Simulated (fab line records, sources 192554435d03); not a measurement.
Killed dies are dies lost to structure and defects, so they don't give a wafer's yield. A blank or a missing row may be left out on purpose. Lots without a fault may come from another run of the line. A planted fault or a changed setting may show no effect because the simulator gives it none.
Problem report in the 8D (eight disciplines) form, filled by code | flow n5_finfet | the parts of the form that need people (team, actions taken, sign-off) are left out

1. THE PROBLEM
trench_depth_nm at N5_BEOL_M2_OCD_MEAS_38 reads a mean of 86.9 nm on 3 wafers of 2 lots; wafers without a fault read 56.0 nm with a standard deviation of 0.96. That is +32 standard deviations from the usual mean.
First seen on wafer L254.4, day 9 21:21, on ocd-02. The record holds 19 wafers of 7 lots with a number at this step. Rule for "out", or "out of limits": more than 4 standard deviations from the usual mean. The other wafers with a number count as sound.

2. WHAT IT IS AND WHAT IT IS NOT
question                    | is                     | is not
which readings at this step | trench_depth_nm        | -
which lots                  | L254, L259             | L244, L249, L261, L263, L264
which wafers of those lots  | L254.4, L259.2, L259.4 | L254.1
read on which gauges        | ocd-01, ocd-02         | -
when                        | from day 9 21:21       | up to then (7 sound wafers); but 9 sound wafers of L261, L263, L264 came after

3. SUSPECTS, AND WHAT RULES EACH OUT
Counting: a tool at a process step up to the reading stays a suspect if it ran every lot that is out. Sound lots after the first of them don't rule it out here, since some wafers of a struck lot are sound.
- the gauge at N5_BEOL_M2_OCD_MEAS_38: ruled out. The wafers that are out were read on 2 gauges (ocd-01, ocd-02).
- rie_diel-05 at N5_BEOL_M2_STRIP_36 (strips in N2/H2): kept. It ran every lot that is out, first L254 (day 9 21:09); its last sound lot up to then is L249 (day 8 10:50).
- rie_diel-05 at N5_BEOL_M2_TRENCH_ETCH_37 (etches SiOC in C4F6/O2, target depth 55.555 nm, time 29.2 s): kept. It ran every lot that is out, first L254 (day 9 21:11); its last sound lot up to then is L249 (day 8 10:52).
- rie_diel-05 at N5_BEOL_M2_ETCH_41 (etches SiCN in CH3F/O2, target depth 29.9 nm, time 52.5 s): kept. It ran every lot that is out, first L254 (day 9 21:21); its last sound lot up to then is L249 (day 8 11:01). N5_BEOL_M2_ETCH_41 gives no start for some lots, so the hours and the order of its lots are those of N5_BEOL_M2_OCD_MEAS_38.
Left after counting: rie_diel-05 at N5_BEOL_M2_STRIP_36, rie_diel-05 at N5_BEOL_M2_TRENCH_ETCH_37, rie_diel-05 at N5_BEOL_M2_ETCH_41.

4. THE CAUSE (what the simulator had put in)
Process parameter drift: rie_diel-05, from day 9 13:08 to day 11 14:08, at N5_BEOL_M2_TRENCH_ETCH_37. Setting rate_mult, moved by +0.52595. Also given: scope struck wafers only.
Counting left 3 suspects, and this tool is among them.

5. THE CHAIN OF EFFECTS, in route order
Each row: a reading whose mean over the struck wafers that have a number lies more than 3 standard deviations from the usual. Only readings for which the record gives a usual standard deviation are gone through. hours: the time from each lot's start at the first step in this table that gives one to its start at this step, as a median over the lots. sigmas: the change in usual standard deviations.
hours | step                      | reading          | usual       | on struck wafers | change | sigmas
0     | N5_BEOL_M2_TRENCH_ETCH_37 | oes_product_au   | 0.81 a.u.   | 1.22             | +0.41  | +4.1
0     | N5_BEOL_M2_OCD_MEAS_38    | trench_depth_nm  | 56.0 nm     | 86.9             | +30.9  | +32
5     | N5_BEOL_M2_THK_MEAS_53    | M2_THK           | 40.7 nm     | 70.3             | +29.6  | +18
5     | N5_BEOL_M2_RS_MEAS_58     | M2_RS            | 0.66 ohm/sq | 0.34             | -0.32  | -9.8
25    | N5_BEOL_M4_RC_MEAS_101    | SERP_M2          | 199 ohm/um  | 114              | -85    | -4.7
25    | N5_BEOL_M4_RC_MEAS_101    | SERP_M2_max_site | 212 ohm/um  | 124              | -88    | -4.4
The process steps in it:
- N5_BEOL_M2_TRENCH_ETCH_37: etches SiOC in C4F6/O2, target depth 55.555 nm, time 29.2 s.

6. WHAT WOULD HAVE CAUGHT IT SOONER
In this record the first reading out of limits at a measuring or inspecting step was taken at day 9 21:21, 8 hours after the fault began at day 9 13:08.
The tool's own readings at N5_BEOL_M2_TRENCH_ETCH_37 were out on some of the struck wafers (oes_product_au): an alarm limit on them would have fired on those.
Of the lots that are out (2), L259 began N5_BEOL_M2_TRENCH_ETCH_37 on rie_diel-05 after day 9 21:21. A hold on the tool at that time would have spared it.
